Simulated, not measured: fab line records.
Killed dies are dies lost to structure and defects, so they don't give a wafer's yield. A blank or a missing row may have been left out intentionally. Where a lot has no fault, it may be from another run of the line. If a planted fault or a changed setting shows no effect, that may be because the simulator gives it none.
Which of the tools did it? || flow n5Finfet || 10 lots with 29 wafers sampled at 5 steps, on a route of 1938 steps

== WHAT EACH GAUGE READ, for each wafer ==
N5_BEOL_M4_INSPECT_13: inspects for defects (brightfield). Usual: rawDefectCount reads 409 (standard deviation 85).
{"lot": "L957", "measured": "day 8 09:22", "on": "defectInspect-01", "rawDefectCount": "258 381 337", "flag": ""}
{"lot": "L959", "measured": "day 9 07:43", "on": "defectInspect-02", "rawDefectCount": "310 352 319", "flag": ""}
{"lot": "L961", "measured": "day 9 13:09", "on": "defectInspect-01", "rawDefectCount": "390 386 521", "flag": ""}
{"lot": "L966", "measured": "day 10 13:58", "on": "defectInspect-02", "rawDefectCount": "375 288 299", "flag": ""}
{"lot": "L969", "measured": "day 11 10:38", "on": "defectInspect-01", "rawDefectCount": "334 476 466", "flag": ""}
{"lot": "L974", "measured": "day 12 12:26", "on": "defectInspect-01", "rawDefectCount": "482 442 396", "flag": ""}
{"lot": "L978", "measured": "day 13 08:01", "on": "defectInspect-01", "rawDefectCount": "384 326 349", "flag": ""}
{"lot": "L976", "measured": "day 13 09:10", "on": "defectInspect-02", "rawDefectCount": "497 472 615", "flag": ""}
{"lot": "L977", "measured": "day 13 09:48", "on": "defectInspect-01", "rawDefectCount": "346 410 315", "flag": ""}
{"lot": "L979", "measured": "day 13 18:16", "on": "defectInspect-01", "rawDefectCount": "410 292", "flag": ""}

N5_BEOL_M4_CD_MEAS_28: target cd 26.2 nm, target cd y 24.1 nm. Usual: cdNm reads 26.10 nm (standard deviation 0.25).
{"lot": "L957", "measured": "day 8 10:18", "on": "cdSem-03", "cdNm (nm)": "26.38 26.19 26.21", "flag": ""}
{"lot": "L959", "measured": "day 9 08:38", "on": "cdSem-01", "cdNm (nm)": "25.92 26.42 26.08", "flag": ""}
{"lot": "L961", "measured": "day 9 14:15", "on": "cdSem-01", "cdNm (nm)": "26.20 26.01 25.85", "flag": ""}
{"lot": "L966", "measured": "day 10 14:50", "on": "cdSem-01", "cdNm (nm)": "25.76 26.19 25.70", "flag": ""}
{"lot": "L969", "measured": "day 11 11:35", "on": "cdSem-01", "cdNm (nm)": "25.95 26.16 26.31", "flag": ""}
{"lot": "L974", "measured": "day 12 13:37", "on": "cdSem-02", "cdNm (nm)": "26.13 26.00 25.82", "flag": ""}
{"lot": "L978", "measured": "day 13 08:49", "on": "cdSem-03", "cdNm (nm)": "26.17 26.32 26.17", "flag": ""}
{"lot": "L976", "measured": "day 13 09:58", "on": "cdSem-03", "cdNm (nm)": "26.01 25.73 26.09", "flag": ""}
{"lot": "L977", "measured": "day 13 10:45", "on": "cdSem-01", "cdNm (nm)": "26.14 26.04 26.17", "flag": ""}
{"lot": "L979", "measured": "day 13 19:11", "on": "cdSem-02", "cdNm (nm)": "26.15 26.18", "flag": ""}

N5_BEOL_M4_RC_MEAS_101. Usual: DIBL_N 36.0 mV/V, standard deviation 2.5; DIBL_P 36.2 mV/V, standard deviation 3; IOFF_N 0.16 nA/um, standard deviation 0.044; IOFF_P 0.21 nA/um, standard deviation 0.049; ION_N 671 uA/um, standard deviation 15; ION_P 461 uA/um, standard deviation 8.7; SS_N 71.5 mV/dec, standard deviation 0.72; SS_P 73.4 mV/dec, standard deviation 0.9; VT_N 251 mV, standard deviation 4.4; VT_P -250 mV, standard deviation 4.
{"lot": "L957", "measured": "day 8 21:15", "on": "prober-02", "DIBL_N (mV/V)": "34.6 33.6 33.5", "DIBL_P (mV/V)": "36.4 35.3 35.5", "IOFF_N (nA/um)": "0.13 0.13 0.13", "IOFF_P (nA/um)": "0.19 0.17 0.18", "ION_N (uA/um)": "652 660 652", "ION_P (uA/um)": "449 452 447", "SS_N (mV/dec)": "71.9 71.7 72.0", "SS_P (mV/dec)": "73.2 73.2 73.0", "VT_N (mV)": "254 253 254", "VT_P (mV)": "-252 -253 -255", "flag": ""}
{"lot": "L959", "measured": "day 9 14:58", "on": "prober-02", "DIBL_N (mV/V)": "32.7 37.3 35.7", "DIBL_P (mV/V)": "34.3 40.0 38.5", "IOFF_N (nA/um)": "0.12 0.20 0.16", "IOFF_P (nA/um)": "0.18 0.24 0.24", "ION_N (uA/um)": "656 677 663", "ION_P (uA/um)": "455 459 461", "SS_N (mV/dec)": "70.9 72.3 71.7", "SS_P (mV/dec)": "72.2 74.3 74.3", "VT_N (mV)": "252 247 253", "VT_P (mV)": "-249 -249 -247", "flag": ""}
{"lot": "L961", "measured": "day 9 23:16", "on": "prober-02", "DIBL_N (mV/V)": "41.4 38.8 39.2", "DIBL_P (mV/V)": "41.8 39.1 39.7", "IOFF_N (nA/um)": "0.26 0.19 0.20", "IOFF_P (nA/um)": "0.29 0.24 0.24", "ION_N (uA/um)": "697 673 690", "ION_P (uA/um)": "466 457 468", "SS_N (mV/dec)": "72.5 73.0 72.9", "SS_P (mV/dec)": "75.0 74.2 75.1", "VT_N (mV)": "245 247 248", "VT_P (mV)": "-246 -249 -251", "flag": ""}
{"lot": "L966", "measured": "day 11 04:19", "on": "prober-02", "DIBL_N (mV/V)": "35.8 38.2 35.3", "DIBL_P (mV/V)": "35.0 37.5 33.7", "IOFF_N (nA/um)": "0.13 0.17 0.13", "IOFF_P (nA/um)": "0.19 0.22 0.18", "ION_N (uA/um)": "662 672 662", "ION_P (uA/um)": "459 463 464", "SS_N (mV/dec)": "71.5 72.1 71.2", "SS_P (mV/dec)": "73.2 73.5 72.7", "VT_N (mV)": "253 249 252", "VT_P (mV)": "-253 -247 -252", "flag": ""}
{"lot": "L969", "measured": "day 11 18:24", "on": "prober-01", "DIBL_N (mV/V)": "36.0 36.6 35.9", "DIBL_P (mV/V)": "36.7 38.2 35.8", "IOFF_N (nA/um)": "0.15 0.17 0.15", "IOFF_P (nA/um)": "0.22 0.24 0.19", "ION_N (uA/um)": "671 686 658", "ION_P (uA/um)": "461 471 450", "SS_N (mV/dec)": "71.7 71.6 72.3", "SS_P (mV/dec)": "73.2 74.0 73.3", "VT_N (mV)": "252 250 254", "VT_P (mV)": "-247 -244 -253", "flag": ""}
{"lot": "L974", "measured": "day 12 21:49", "on": "prober-01", "DIBL_N (mV/V)": "35.9 34.4 36.0", "DIBL_P (mV/V)": "37.7 35.8 37.3", "IOFF_N (nA/um)": "0.18 0.14 0.18", "IOFF_P (nA/um)": "0.26 0.22 0.24", "ION_N (uA/um)": "676 655 677", "ION_P (uA/um)": "469 460 469", "SS_N (mV/dec)": "71.0 70.9 72.3", "SS_P (mV/dec)": "73.7 73.8 73.8", "VT_N (mV)": "248 255 248", "VT_P (mV)": "-244 -248 -247", "flag": ""}
{"lot": "L978", "measured": "day 13 20:39", "on": "prober-01", "DIBL_N (mV/V)": "40.1 36.2 37.9", "DIBL_P (mV/V)": "40.6 35.1 37.6", "IOFF_N (nA/um)": "0.25 0.13 0.19", "IOFF_P (nA/um)": "0.31 0.19 0.25", "ION_N (uA/um)": "689 651 675", "ION_P (uA/um)": "470 453 463", "SS_N (mV/dec)": "73.0 71.1 71.8", "SS_P (mV/dec)": "74.3 73.0 73.6", "VT_N (mV)": "245 255 246", "VT_P (mV)": "-242 -252 -246", "flag": ""}
{"lot": "L976", "measured": "day 13 18:57", "on": "prober-02", "DIBL_N (mV/V)": "36.2 33.7 39.4", "DIBL_P (mV/V)": "37.6 33.4 39.8", "IOFF_N (nA/um)": "0.16 0.11 0.22", "IOFF_P (nA/um)": "0.25 0.17 0.28", "ION_N (uA/um)": "674 657 694", "ION_P (uA/um)": "477 453 471", "SS_N (mV/dec)": "71.6 71.6 73.2", "SS_P (mV/dec)": "73.7 72.2 73.9", "VT_N (mV)": "250 256 243", "VT_P (mV)": "-247 -254 -246", "flag": ""}
{"lot": "L977", "measured": "day 13 21:25", "on": "prober-01", "DIBL_N (mV/V)": "36.4 39.7 34.3", "DIBL_P (mV/V)": "36.3 40.5 32.5", "IOFF_N (nA/um)": "0.17 0.26 0.13", "IOFF_P (nA/um)": "0.25 0.34 0.18", "ION_N (uA/um)": "678 698 672", "ION_P (uA/um)": "473 475 460", "SS_N (mV/dec)": "72.1 72.2 70.5", "SS_P (mV/dec)": "73.6 74.3 72.5", "VT_N (mV)": "251 242 251", "VT_P (mV)": "-248 -244 -249", "flag": ""}
{"lot": "L979", "measured": "day 14 06:51", "on": "prober-02", "DIBL_N (mV/V)": "37.1 34.0", "DIBL_P (mV/V)": "38.2 34.5", "IOFF_N (nA/um)": "0.17 0.12", "IOFF_P (nA/um)": "0.21 0.16", "ION_N (uA/um)": "685 675", "ION_P (uA/um)": "470 460", "SS_N (mV/dec)": "71.1 70.8", "SS_P (mV/dec)": "74.5 73.5", "VT_N (mV)": "253 252", "VT_P (mV)": "-253 -258", "flag": ""}

== WHICH TOOL RAN EACH LOT (tool, then ch and the chambers of the sampled wafers, then the start) ==
{"lot": "L957", "N5_BEOL_M4_COAT_22": "lithoTrack-04 ch 0, day 8 10:01", "N5_BEOL_M4_ETCH_69": "rieDiel-01 ch 0,3, day 8 10:28"}
{"lot": "L959", "N5_BEOL_M4_COAT_22": "lithoTrack-05 ch 0, day 9 08:14", "N5_BEOL_M4_ETCH_69": "rieDiel-05 ch 2,3, day 9 08:49"}
{"lot": "L961", "N5_BEOL_M4_COAT_22": "lithoTrack-04 ch 0, day 9 13:51", "N5_BEOL_M4_ETCH_69": "rieDiel-02 ch 0,1,3, day 9 14:26"}
{"lot": "L966", "N5_BEOL_M4_COAT_22": "lithoTrack-04 ch 0, day 10 14:33", "N5_BEOL_M4_ETCH_69": "rieDiel-01 ch 2,3, day 10 15:04"}
{"lot": "L969", "N5_BEOL_M4_COAT_22": "lithoTrack-04 ch 0, day 11 11:10", "N5_BEOL_M4_ETCH_69": "rieDiel-01 ch 1,2,3, day 11 12:18"}
{"lot": "L974", "N5_BEOL_M4_COAT_22": "lithoTrack-05 ch 0, day 12 13:20", "N5_BEOL_M4_ETCH_69": "rieDiel-02 ch 0,1,2, day 12 13:53"}
{"lot": "L978", "N5_BEOL_M4_COAT_22": "lithoTrack-05 ch 0, day 13 08:32", "N5_BEOL_M4_ETCH_69": "rieDiel-02 ch 1,2,3, day 13 08:59"}
{"lot": "L976", "N5_BEOL_M4_COAT_22": "lithoTrack-01 ch 0, day 13 09:41", "N5_BEOL_M4_ETCH_69": "rieDiel-05 ch 0,2,3, day 13 10:20"}
{"lot": "L977", "N5_BEOL_M4_COAT_22": "lithoTrack-01 ch 0, day 13 10:21", "N5_BEOL_M4_ETCH_69": "rieDiel-02 ch 0,1,3, day 13 10:55"}
{"lot": "L979", "N5_BEOL_M4_COAT_22": "lithoTrack-05 ch 0, day 13 18:55", "N5_BEOL_M4_ETCH_69": "rieDiel-01 ch 0,3, day 13 19:23"}
- N5_BEOL_M4_COAT_22: resist thk 30 nm.
- N5_BEOL_M4_ETCH_69: etches SiARC in CF4, target depth 15.6 nm, time 26 s.

== AS READ BY THE TOOLS THEMSELVES (means over the sampled wafers that have a number; for cases with no such wafer, the mark the record gives instead) ==
N5_BEOL_M4_COAT_22. Usual: spinSpeedRpm reads 1500.2 rpm (standard deviation 0.81).
{"lot": "L957", "tool": "lithoTrack-04", "spinSpeedRpm (rpm)": 1500.5, "flag": ""}
{"lot": "L959", "tool": "lithoTrack-05", "spinSpeedRpm (rpm)": 1500.4, "flag": ""}
{"lot": "L961", "tool": "lithoTrack-04", "spinSpeedRpm (rpm)": 1501.3, "flag": ""}
{"lot": "L966", "tool": "lithoTrack-04", "spinSpeedRpm (rpm)": 1450.3, "flag": "OFF"}
{"lot": "L969", "tool": "lithoTrack-04", "spinSpeedRpm (rpm)": 1450.3, "flag": "OFF"}
{"lot": "L974", "tool": "lithoTrack-05", "spinSpeedRpm (rpm)": 1500.3, "flag": ""}
{"lot": "L978", "tool": "lithoTrack-05", "spinSpeedRpm (rpm)": 1500.0, "flag": ""}
{"lot": "L976", "tool": "lithoTrack-01", "spinSpeedRpm (rpm)": 1499.9, "flag": ""}
{"lot": "L977", "tool": "lithoTrack-01", "spinSpeedRpm (rpm)": 1500.9, "flag": ""}
{"lot": "L979", "tool": "lithoTrack-05", "spinSpeedRpm (rpm)": 1500.3, "flag": ""}

N5_BEOL_M4_ETCH_69. Usual: cf4FlowSccm 100.0 sccm (standard deviation 0.33); drypumpMotorCurrentA 5.8 A (standard deviation 0.44); etchRfOnTimeS 26.3 s (standard deviation 0.85); oesProductAu 0.65 a.u. (standard deviation 0.074); rfVppV 184.1 V (standard deviation 1.2); showerheadPlenumPTorr 2.14 Torr (standard deviation 0.066); throttleValvePct 15.72 % (standard deviation 0.29).
{"lot": "L957", "tool": "rieDiel-01", "cf4FlowSccm (sccm)": 99.4, "drypumpMotorCurrentA (A)": 5.9, "etchRfOnTimeS (s)": 26.0, "oesProductAu (a.u.)": 0.62, "rfVppV (V)": 183.9, "showerheadPlenumPTorr (Torr)": 2.09, "throttleValvePct (%)": 15.75, "flag": ""}
{"lot": "L959", "tool": "rieDiel-05", "cf4FlowSccm (sccm)": 99.8, "drypumpMotorCurrentA (A)": 5.8, "etchRfOnTimeS (s)": 26.1, "oesProductAu (a.u.)": 0.60, "rfVppV (V)": 184.7, "showerheadPlenumPTorr (Torr)": 2.14, "throttleValvePct (%)": 15.69, "flag": ""}
{"lot": "L961", "tool": "rieDiel-02", "cf4FlowSccm (sccm)": 100.1, "drypumpMotorCurrentA (A)": 5.7, "etchRfOnTimeS (s)": 25.9, "oesProductAu (a.u.)": 0.67, "rfVppV (V)": 182.4, "showerheadPlenumPTorr (Torr)": 2.09, "throttleValvePct (%)": 15.70, "flag": ""}
{"lot": "L966", "tool": "rieDiel-01", "cf4FlowSccm (sccm)": 100.1, "drypumpMotorCurrentA (A)": 5.7, "etchRfOnTimeS (s)": 26.1, "oesProductAu (a.u.)": 0.63, "rfVppV (V)": 184.9, "showerheadPlenumPTorr (Torr)": 2.14, "throttleValvePct (%)": 15.77, "flag": ""}
{"lot": "L969", "tool": "rieDiel-01", "cf4FlowSccm (sccm)": 99.8, "drypumpMotorCurrentA (A)": 6.0, "etchRfOnTimeS (s)": 25.8, "oesProductAu (a.u.)": 0.67, "rfVppV (V)": 183.9, "showerheadPlenumPTorr (Torr)": 2.16, "throttleValvePct (%)": 15.56, "flag": ""}
{"lot": "L974", "tool": "rieDiel-02", "cf4FlowSccm (sccm)": 99.8, "drypumpMotorCurrentA (A)": 5.6, "etchRfOnTimeS (s)": 27.1, "oesProductAu (a.u.)": 0.61, "rfVppV (V)": 184.2, "showerheadPlenumPTorr (Torr)": 2.10, "throttleValvePct (%)": 15.81, "flag": ""}
{"lot": "L978", "tool": "rieDiel-02", "cf4FlowSccm (sccm)": 99.9, "drypumpMotorCurrentA (A)": 5.8, "etchRfOnTimeS (s)": 26.6, "oesProductAu (a.u.)": 0.65, "rfVppV (V)": 183.2, "showerheadPlenumPTorr (Torr)": 2.09, "throttleValvePct (%)": 15.68, "flag": ""}
{"lot": "L976", "tool": "rieDiel-05", "cf4FlowSccm (sccm)": 100.0, "drypumpMotorCurrentA (A)": 5.9, "etchRfOnTimeS (s)": 26.5, "oesProductAu (a.u.)": 0.66, "rfVppV (V)": 184.5, "showerheadPlenumPTorr (Torr)": 2.12, "throttleValvePct (%)": 15.64, "flag": ""}
{"lot": "L977", "tool": "rieDiel-02", "cf4FlowSccm (sccm)": 100.0, "drypumpMotorCurrentA (A)": 5.7, "etchRfOnTimeS (s)": 26.0, "oesProductAu (a.u.)": 0.64, "rfVppV (V)": 184.5, "showerheadPlenumPTorr (Torr)": 2.08, "throttleValvePct (%)": 15.79, "flag": ""}
{"lot": "L979", "tool": "rieDiel-01", "cf4FlowSccm (sccm)": 100.1, "drypumpMotorCurrentA (A)": 6.0, "etchRfOnTimeS (s)": 25.2, "oesProductAu (a.u.)": 0.70, "rfVppV (V)": 184.3, "showerheadPlenumPTorr (Torr)": 2.19, "throttleValvePct (%)": 15.68, "flag": ""}

== THE ANSWER, worked out from the rows above alone ==
Rule: take the mean of a lot's wafers that have a number; if it is more than 3 standard deviations from the usual mean, the lot is off. Also off: a lot with no number at a reading for which 4 or more lots have one. Any other lot the step has rows for is counted as sound. After the gauges, taken in route order, come the tools' own readings; for these a lot's mean is taken, as printed above. At the first step where some lot is off, the reading lying furthest off is the one used; lots without a number count as furthest.
Off: L966, L969 (N5_BEOL_M4_COAT_22, spinSpeedRpm).
A tool fits if, at that step or a process step before it, it ran every lot that is off, and no sound lot after the first of them. One fits: N5_BEOL_M4_COAT_22 on lithoTrack-04. A fault onset in the window from L961 (day 9 13:51, its last sound lot) to L966 (day 10 14:33, its first lot off) fits.
On the lots that are off, the tool's own readings at N5_BEOL_M4_COAT_22 differ by more than 5 times the standard deviation of the sound lots' means, which bears it out; spinSpeedRpm reads 1450.3 rpm there versus 1500.5 rpm on the sound lots.

== WHAT HAD BEEN PUT IN BY THE SIMULATOR ==
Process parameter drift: lithoTrack-04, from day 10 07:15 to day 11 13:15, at N5_BEOL_M4_COAT_22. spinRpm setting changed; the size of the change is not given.
Lots struck among those shown: L966, L969. The rule above found the same.
